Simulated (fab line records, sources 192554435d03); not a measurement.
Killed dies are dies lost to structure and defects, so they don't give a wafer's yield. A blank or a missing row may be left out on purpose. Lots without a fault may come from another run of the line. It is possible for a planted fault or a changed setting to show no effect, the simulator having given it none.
fab line records + flow n5Finfet
record:
- lots: 15
- wafers: 45
- lastDay: 18
route steps=1938 shown DUMMY_GATE@251 SD_EPI_N@293 SD_EPI_P@301
lots that met no fault: taken from a fault-free run of the same line
startH: start of the lot's first displayed wafer, in hours after the record's first day + waitH: how many hours have passed since the lot's step before this one + " the same as in the row above + L1.1+2: a single row standing in for several wafers + - no value present, or no start provided + * or withheld: withheld + < > ~ a bound
route shown NAME@n: NAME is a module with steps in the file, n the number in the route of the first one + usual: mean/standard deviation taken from wafers without a fault + same: alike in all rows + chamber/n: place in a boat + sites: the reading at each site + _std_site: standard deviation of those values + _edge_site: inner sites' mean taken away from outer sites' mean + radiusMm: for every site, how far away it sits from the centre of the wafer + mask NAME#n: copy n + behind: the tool/chamber that last shaped the wafer + hold: what put the lot on hold/how long, in hours/how the hold closed + device: the n, p or np transistor that did not switch + end of line: at the end of the route, the tests of the same wafers + a step with no rows: only its recipe + killed: at the first sort, the dies lost to defects and structure; wafer yield is something else + map: dies across one wafer; x = killed, . = not, _ = none there
set.NAME: setting as actually run; set.NAME@STEP: the setting as run at that earlier step + model.NAME: the simulator's own value behind a step, which no gauge read
one table for each step of the route and one row for each wafer, over a sample of lots
services: the hour from which a tool's chamber was out of use, counted from the record's first day as startH (under 0 if before that day), plus the number of hours and why
== steps ==
step: N5_DUMMY_GATE_STRIP_48
recipe:
- chemistry: N2/H2
- timeS: 20
- powerW: 100
- tempC: 40
- pressureMtorr: 100
- rfFrequencyHz: 6e+07
- biasPowerW: 3
- n2FlowSccm: 300
- h2FlowSccm: 300
usual:
- drypumpMotorCurrentA: 5.7/0.41
- oesProductAu: 0.76/0.083
- rfVppV: 45.4/0.86
- showerheadPlenumPTorr: 3.37/0.1
- throttleValvePct: 12.24/0.25
| lot.wafer | tool       | chamber | startH | waitH | drypumpMotorCurrentA | oesProductAu | rfHoursCounterH | rfVppV | showerheadPlenumPTorr | throttleValvePct |
|-----------|------------|---------|--------|-------|----------------------|--------------|-----------------|--------|-----------------------|------------------|
| L618.4    | rieDiel-06 | 1       | 47.92  | 0.0   | 5.5                  | 0.69         | -               | 44.2   | 3.37                  | 12.29            |
| L618.5    | "          | 2       | "      | "     | 5.2                  | 0.75         | -               | 45.7   | 3.53                  | 12.39            |
| L618.6    | "          | 0       | "      | "     | 5.9                  | 0.70         | -               | 44.6   | 3.33                  | 12.43            |
| L621.2    | rieDiel-01 | 0       | 65.13  | 0.0   | 5.4                  | 0.84         | 53              | 45.2   | 3.40                  | 12.18            |
| L621.3    | "          | 1       | "      | "     | 6.4                  | 0.97         | 3               | 47.1   | 3.32                  | 11.81            |
| L621.6    | "          | 0       | "      | "     | 5.4                  | 0.84         | -               | 45.9   | 3.40                  | 12.18            |
| L622.1    | rieDiel-01 | 3       | 71.51  | 0.0   | 5.9                  | 0.85         | 74              | 47.0   | 3.52                  | 11.91            |
| L622.3    | "          | 0       | "      | "     | 5.4                  | 0.83         | 54              | 46.7   | 3.40                  | 12.19            |
| L622.6    | "          | 3       | "      | "     | 5.9                  | 0.86         | -               | 45.9   | 3.52                  | 11.92            |
| L624.1    | rieDiel-06 | 1       | 85.36  | 0.0   | 5.5                  | 0.68         | 209             | 45.6   | 3.37                  | 12.31            |
| L624.4    | "          | 0       | "      | "     | 5.9                  | 0.70         | 222             | 45.9   | 3.32                  | 12.45            |
| L624.5    | "          | 1       | "      | "     | 5.5                  | 0.68         | -               | 45.5   | 3.37                  | 12.34            |
| L625.1    | rieDiel-06 | 3       | 88.69  | 0.0   | 5.5                  | 0.96         | 6               | 46.5   | 3.43                  | 11.78            |
| L625.3    | "          | 2       | "      | "     | 5.2                  | 0.75         | 161             | 42.6   | 3.52                  | 12.43            |
| L625.5    | "          | 2       | "      | "     | 5.2                  | 0.74         | -               | 46.3   | 3.52                  | 12.43            |
| L626.1    | rieDiel-02 | 2       | 94.26  | 0.0   | 5.8                  | 0.74         | 164             | 43.3   | 3.52                  | 12.37            |
| L626.2    | "          | 3       | "      | "     | 6.4                  | 0.69         | 196             | 45.2   | 3.33                  | 12.26            |
| L626.3    | "          | 0       | "      | "     | 5.9                  | 0.70         | 205             | 44.1   | 3.20                  | 12.64            |
| L627.2    | rieDiel-01 | 2       | 102.67 | 0.0   | 5.6                  | 0.73         | 161             | 45.3   | 3.39                  | 12.24            |
| L627.3    | "          | 0       | "      | "     | 5.4                  | 0.83         | 63              | 46.6   | 3.40                  | 12.21            |
| L627.5    | "          | 2       | "      | "     | 5.6                  | 0.74         | -               | 44.8   | 3.39                  | 12.21            |
| L628.1    | rieDiel-06 | 2       | 106.52 | 0.0   | 5.2                  | 0.74         | 168             | 46.3   | 3.52                  | 12.44            |
| L628.3    | "          | 0       | "      | "     | 5.9                  | 0.70         | 229             | 44.0   | 3.32                  | 12.48            |
| L628.6    | "          | 1       | "      | "     | 5.5                  | 0.68         | -               | 44.7   | 3.36                  | 12.32            |
| L633.3    | rieDiel-02 | 2       | 137.17 | 0.0   | 5.8                  | 0.73         | 177             | 45.3   | 3.51                  | 12.41            |
| L633.4    | "          | 0       | "      | "     | 6.0                  | 0.69         | 218             | 45.5   | 3.19                  | 12.66            |
| L633.6    | "          | 2       | "      | "     | 5.8                  | 0.73         | -               | 46.3   | 3.51                  | 12.40            |
| L634.2    | rieDiel-06 | 1       | 146.63 | 0.0   | 5.5                  | 0.67         | 228             | 44.8   | 3.36                  | 12.35            |
| L634.4    | "          | 3       | "      | "     | 5.6                  | 0.92         | 22              | 45.7   | 3.42                  | 11.81            |
| L634.6    | "          | 3       | "      | "     | 5.5                  | 0.91         | -               | 45.7   | 3.42                  | 11.82            |
| L635.1    | rieDiel-06 | 0       | 150.54 | 0.0   | 5.9                  | 0.70         | 242             | 45.9   | 3.31                  | 12.50            |
| L635.3    | "          | 3       | "      | "     | 5.5                  | 0.91         | 24              | 45.4   | 3.42                  | 11.85            |
| L635.6    | "          | 0       | "      | "     | 5.9                  | 0.70         | -               | 45.0   | 3.31                  | 12.50            |
| L636.2    | rieDiel-01 | 0       | 155.72 | 0.0   | 5.4                  | 0.81         | 79              | 46.2   | 3.39                  | 12.24            |
| L636.4    | "          | 2       | "      | "     | 5.6                  | 0.72         | 177             | 46.3   | 3.38                  | 12.25            |
| L636.6    | "          | 2       | "      | "     | 5.6                  | 0.71         | -               | 45.4   | 3.38                  | 12.24            |
| L637.1    | rieDiel-01 | 1       | 160.10 | 0.0   | 6.5                  | 0.88         | 30              | 45.6   | 3.30                  | 11.88            |
| L637.2    | "          | 2       | "      | "     | 5.6                  | 0.72         | 178             | 44.7   | 3.38                  | 12.26            |
| L637.5    | "          | 1       | "      | "     | 6.5                  | 0.89         | -               | 44.9   | 3.30                  | 11.88            |
| L638.1    | rieDiel-02 | 1       | 168.31 | 0.0   | 5.2                  | 0.76         | 155             | 45.7   | 3.25                  | 12.02            |
| L638.2    | "          | 3       | "      | "     | 6.4                  | 0.68         | 218             | 44.9   | 3.32                  | 12.36            |
| L638.6    | "          | 0       | "      | "     | 5.9                  | 0.68         | -               | 45.4   | 3.19                  | 12.70            |
| L641.2    | rieDiel-02 | 2       | 184.68 | 0.0   | 5.8                  | 0.71         | 193             | 45.7   | 3.50                  | 12.45            |
| L641.4    | "          | 3       | "      | "     | 6.4                  | 0.67         | 225             | 45.7   | 3.31                  | 12.34            |
| L641.6    | "          | 3       | "      | "     | 6.4                  | 0.67         | -               | 46.2   | 3.31                  | 12.33            |
step: N5_DUMMY_GATE_INSPECT_27
recipe:
- inspectInstrument: brightfield
- mode: aei
usual:
- rawDefectCount: 317/97
| lot.wafer | tool             | chamber | startH | waitH | rawDefectCount |
|-----------|------------------|---------|--------|-------|----------------|
| L618.4    | defectInspect-01 | -       | 48.09  | 0.0   | 231            |
| L618.5    | "                | -       | "      | "     | 260            |
| L618.6    | "                | -       | "      | "     | 292            |
| L621.2    | defectInspect-01 | -       | 65.32  | 0.0   | 346            |
| L621.3    | "                | -       | "      | "     | 564            |
| L621.6    | "                | -       | "      | "     | 450            |
| L622.1    | defectInspect-01 | -       | 71.70  | 0.0   | 187            |
| L622.3    | "                | -       | "      | "     | 356            |
| L622.6    | "                | -       | "      | "     | 347            |
| L624.1    | defectInspect-02 | -       | 85.55  | 0.0   | 239            |
| L624.4    | "                | -       | "      | "     | 218            |
| L624.5    | "                | -       | "      | "     | 219            |
| L625.1    | defectInspect-02 | -       | 88.88  | 0.0   | 172            |
| L625.3    | "                | -       | "      | "     | 347            |
| L625.5    | "                | -       | "      | "     | 436            |
| L626.1    | defectInspect-01 | -       | 94.45  | 0.0   | 277            |
| L626.2    | "                | -       | "      | "     | 311            |
| L626.3    | "                | -       | "      | "     | 270            |
| L627.2    | defectInspect-02 | -       | 102.86 | 0.0   | 213            |
| L627.3    | "                | -       | "      | "     | 268            |
| L627.5    | "                | -       | "      | "     | 127            |
| L628.1    | defectInspect-01 | -       | 106.71 | 0.0   | 236            |
| L628.3    | "                | -       | "      | "     | 278            |
| L628.6    | "                | -       | "      | "     | 208            |
| L633.3    | defectInspect-01 | -       | 137.36 | 0.0   | 310            |
| L633.4    | "                | -       | "      | "     | 306            |
| L633.6    | "                | -       | "      | "     | 354            |
| L634.2    | defectInspect-02 | -       | 146.82 | 0.0   | 177            |
| L634.4    | "                | -       | "      | "     | 271            |
| L634.6    | "                | -       | "      | "     | 362            |
| L635.1    | defectInspect-01 | -       | 150.72 | 0.0   | 267            |
| L635.3    | "                | -       | "      | "     | 240            |
| L635.6    | "                | -       | "      | "     | 248            |
| L636.2    | defectInspect-02 | -       | 155.91 | 0.0   | 236            |
| L636.4    | "                | -       | "      | "     | 311            |
| L636.6    | "                | -       | "      | "     | 531            |
| L637.1    | defectInspect-01 | -       | 160.29 | 0.0   | 461            |
| L637.2    | "                | -       | "      | "     | 271            |
| L637.5    | "                | -       | "      | "     | 300            |
| L638.1    | defectInspect-01 | -       | 168.50 | 0.0   | 421            |
| L638.2    | "                | -       | "      | "     | 775            |
| L638.6    | "                | -       | "      | "     | 464            |
| L641.2    | defectInspect-01 | -       | 184.86 | 0.0   | 199            |
| L641.4    | "                | -       | "      | "     | 348            |
| L641.6    | "                | -       | "      | "     | 235            |
step: N5_SD_EPI_N_LINER_46
recipe:
- material: SiNx
- targetThkA: 30
- tempC: 400
- aldPrecursorFamily: SiH2I2
- aldCoReactant: N2/H2-plasma
- pressureTorr: 2
usual:
- heaterPowerW: 899/100
| lot.wafer | tool      | chamber | startH | waitH | heaterPowerW |
|-----------|-----------|---------|--------|-------|--------------|
| L618.4    | aldSin-01 | 2       | 53.17  | 0.4   | 988          |
| L618.5    | "         | 0       | "      | "     | 926          |
| L618.6    | "         | 1       | "      | "     | 767          |
| L621.2    | aldSin-04 | 0       | 70.00  | 0.1   | 738          |
| L621.3    | "         | 3       | "      | "     | 1039         |
| L621.6    | "         | 1       | "      | "     | 1020         |
| L622.1    | aldSin-03 | 2       | 77.23  | 0.2   | 905          |
| L622.3    | "         | 0       | "      | "     | 769          |
| L622.6    | "         | 1       | "      | "     | 1009         |
| L624.1    | aldSin-01 | 2       | 90.65  | 0.2   | 1026         |
| L624.4    | "         | 3       | "      | "     | 833          |
| L624.5    | "         | 0       | "      | "     | 923          |
| L625.1    | aldSin-03 | 2       | 93.55  | 0.2   | 928          |
| L625.3    | "         | 0       | "      | "     | 730          |
| L625.5    | "         | 2       | "      | "     | 961          |
| L626.1    | aldSin-04 | 2       | 101.51 | 0.2   | 913          |
| L626.2    | "         | 1       | "      | "     | 1027         |
| L626.3    | "         | 3       | "      | "     | 1063         |
| L627.2    | aldSin-03 | 3       | 107.83 | 0.3   | 830          |
| L627.3    | "         | 2       | "      | "     | 959          |
| L627.5    | "         | 2       | "      | "     | 932          |
| L628.1    | aldSin-01 | 2       | 111.59 | 0.2   | 999          |
| L628.3    | "         | 1       | "      | "     | 774          |
| L628.6    | "         | 0       | "      | "     | 916          |
| L633.3    | aldSin-03 | 0       | 142.07 | 0.1   | 767          |
| L633.4    | "         | 3       | "      | "     | 895          |
| L633.6    | "         | 1       | "      | "     | 984          |
| L634.2    | aldSin-03 | 1       | 152.44 | 0.2   | 989          |
| L634.4    | "         | 2       | "      | "     | 968          |
| L634.6    | "         | 1       | "      | "     | 981          |
| L635.1    | aldSin-01 | 3       | 155.52 | 0.2   | 834          |
| L635.3    | "         | 2       | "      | "     | 1006         |
| L635.6    | "         | 1       | "      | "     | 782          |
| L636.2    | aldSin-04 | 3       | 162.97 | 0.1   | 1030         |
| L636.4    | "         | 2       | "      | "     | 916          |
| L636.6    | "         | 0       | "      | "     | 751          |
| L637.1    | aldSin-01 | 3       | 165.07 | 0.2   | 834          |
| L637.2    | "         | 2       | "      | "     | 1018         |
| L637.5    | "         | 0       | "      | "     | 926          |
| L638.1    | aldSin-01 | 3       | 175.08 | 0.2   | 821          |
| L638.2    | "         | 2       | "      | "     | 993          |
| L638.6    | "         | 2       | "      | "     | 985          |
| L641.2    | aldSin-01 | 3       | 190.76 | 0.1   | 846          |
| L641.4    | "         | 1       | "      | "     | 781          |
| L641.6    | "         | 2       | "      | "     | 996          |
step: N5_SD_EPI_P_PEB_07
recipe:
- pebTempC: 110
- pebTimeS: 60
- resist: CAR-ArF-block
usual:
- chillPlateTempC: 23.01/0.11
- exhaustPa: 44.9/0.86
| lot.wafer | tool          | chamber | startH | waitH | chillPlateTempC | exhaustPa |
|-----------|---------------|---------|--------|-------|-----------------|-----------|
| L618.4    | lithoTrack-05 | 0       | 53.63  | 0.0   | 22.85           | 44.6      |
| L618.5    | "             | 0       | "      | "     | 22.94           | 45.3      |
| L618.6    | "             | 0       | "      | "     | 23.00           | 43.5      |
| L621.2    | lithoTrack-04 | 0       | 70.58  | 0.0   | 22.98           | 44.8      |
| L621.3    | "             | 0       | "      | "     | 22.95           | 44.4      |
| L621.6    | "             | 0       | "      | "     | 23.03           | 45.4      |
| L622.1    | lithoTrack-05 | 0       | 77.68  | 0.1   | 23.09           | 44.4      |
| L622.3    | "             | 0       | "      | "     | 23.06           | 45.4      |
| L622.6    | "             | 0       | "      | "     | 22.99           | 46.3      |
| L624.1    | lithoTrack-04 | 0       | 91.10  | 0.1   | 22.86           | 44.6      |
| L624.4    | "             | 0       | "      | "     | 22.99           | 43.9      |
| L624.5    | "             | 0       | "      | "     | 22.92           | 44.8      |
| L625.1    | lithoTrack-04 | 0       | 94.14  | 0.1   | 22.68           | 44.7      |
| L625.3    | "             | 0       | "      | "     | 22.75           | 44.5      |
| L625.5    | "             | 0       | "      | "     | 22.85           | 44.4      |
| L626.1    | lithoTrack-04 | 0       | 101.97 | 0.1   | 23.00           | 44.9      |
| L626.2    | "             | 0       | "      | "     | 23.07           | 45.5      |
| L626.3    | "             | 0       | "      | "     | 22.96           | 45.5      |
| L627.2    | lithoTrack-05 | 0       | 108.41 | 0.0   | 22.98           | 45.7      |
| L627.3    | "             | 0       | "      | "     | 22.85           | 45.6      |
| L627.5    | "             | 0       | "      | "     | 22.88           | 45.6      |
| L628.1    | lithoTrack-05 | 0       | 112.04 | 0.1   | 22.92           | 45.6      |
| L628.3    | "             | 0       | "      | "     | 23.16           | 44.9      |
| L628.6    | "             | 0       | "      | "     | 23.01           | 47.6      |
| L633.3    | lithoTrack-05 | -       | 142.66 | 0.0   | -               | -         |
| L633.4    | "             | -       | "      | "     | -               | -         |
| L633.6    | "             | -       | "      | "     | -               | -         |
| L634.2    | lithoTrack-03 | -       | 153.03 | 0.0   | -               | -         |
| L634.4    | "             | -       | "      | "     | -               | -         |
| L634.6    | "             | -       | "      | "     | -               | -         |
| L635.1    | lithoTrack-03 | -       | 156.10 | 0.1   | -               | -         |
| L635.3    | "             | -       | "      | "     | -               | -         |
| L635.6    | "             | -       | "      | "     | -               | -         |
| L636.2    | lithoTrack-03 | 0       | 163.55 | 0.0   | 23.20           | 45.3      |
| L636.4    | "             | 0       | "      | "     | 23.03           | 45.1      |
| L636.6    | "             | 0       | "      | "     | 23.11           | 46.2      |
| L637.1    | lithoTrack-03 | 0       | 165.54 | 0.1   | 22.84           | 44.5      |
| L637.2    | "             | 0       | "      | "     | 23.15           | 44.4      |
| L637.5    | "             | 0       | "      | "     | 22.89           | 45.4      |
| L638.1    | lithoTrack-05 | 0       | 175.68 | 0.1   | 23.05           | 45.6      |
| L638.2    | "             | 0       | "      | "     | 23.03           | 45.1      |
| L638.6    | "             | 0       | "      | "     | 22.95           | 46.0      |
| L641.2    | lithoTrack-05 | 0       | 191.21 | 0.0   | 23.00           | 43.9      |
| L641.4    | "             | 0       | "      | "     | 23.08           | 44.1      |
| L641.6    | "             | 0       | "      | "     | 23.01           | 46.0      |
== services ==
| tool          | chamber | startH | hours | kind                        |
|---------------|---------|--------|-------|-----------------------------|
| rieDiel-01    | 1       | 25.15  | -     | clean                       |
| rieDiel-01    | 1       | 25.15  | -     | consumableReplace:focusRing |
| rieDiel-01    | 1       | 25.15  | 31.0  | scheduledDown               |
| rieDiel-02    | 1       | 30.25  | 1.6   | repair                      |
| rieDiel-02    | 0       | 35.62  | 16.3  | repair                      |
| rieDiel-06    | 3       | 43.55  | -     | clean                       |
| rieDiel-06    | 3       | 43.55  | -     | consumableReplace:focusRing |
| rieDiel-06    | 3       | 43.55  | 21.8  | scheduledDown               |
| rieDiel-06    | 3       | 43.55  | 21.8  | ventCycle                   |
| aldSin-03     | 1       | 44.20  | 2.4   | repair                      |
| aldSin-04     | 2       | 55.52  | 1.4   | repair                      |
| lithoTrack-05 | -       | 68.64  | -     | consumableReplace:filter    |
| rieDiel-01    | 1       | 107.72 | 3.6   | repair                      |
| lithoTrack-05 | -       | 121.52 | -     | consumableReplace:filter    |
| aldSin-03     | -       | 130.20 | 1.2   | repair                      |
| aldSin-01     | 0       | 144.35 | 15.5  | repair                      |
| rieDiel-06    | 2       | 162.47 | 4.1   | repair                      |
| rieDiel-01    | -       | 165.45 | 15.6  | pm                          |
| aldSin-03     | 1       | 166.43 | 8.9   | repair                      |
| rieDiel-06    | 0       | 175.79 | -     | clean                       |
| rieDiel-06    | 0       | 175.79 | -     | consumableReplace:focusRing |
| rieDiel-06    | 0       | 175.79 | 25.3  | scheduledDown               |
| rieDiel-06    | 0       | 175.79 | 25.3  | ventCycle                   |
| aldSin-04     | -       | 176.75 | 14.0  | pm                          |
== key ==
firstSign:
- step: N5_SD_EPI_P_PEB_07
- reading: toolRecord
- direction: missing
effect none on later readings
metAt N5_SD_EPI_P_PEB_07
struckLots L633,L634,L635
laterRowsLeftOut L633.3,L633.4,L633.6,L634.2,L634.4,L634.6,L635.1,L635.3,L635.6
sortLeftOut L633.3,L633.4,L633.6,L634.2,L634.4,L634.6,L635.1,L635.3,L635.6
notActingAt N5_DUMMY_GATE_STRIP_48,N5_DUMMY_GATE_INSPECT_27,N5_SD_EPI_N_LINER_46
onsetBetween 112.04 142.66
fault:
- kind: skippedStepWhole
- tool: lithoTrack-03,lithoTrack-05
- chamber: -
- onsetH: 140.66
- steps: N5_SD_EPI_P_PEB_07
- scope: struckLotsOnly
sortLeftOut: the simulated sort isn't trusted on such a fault, so these wafers' sort isn't shown, and their yield isn't known
laterRowsLeftOut: the simulator's readings of these wafers behind a module that went badly wrong aren't trusted and aren't shown, but for the sort
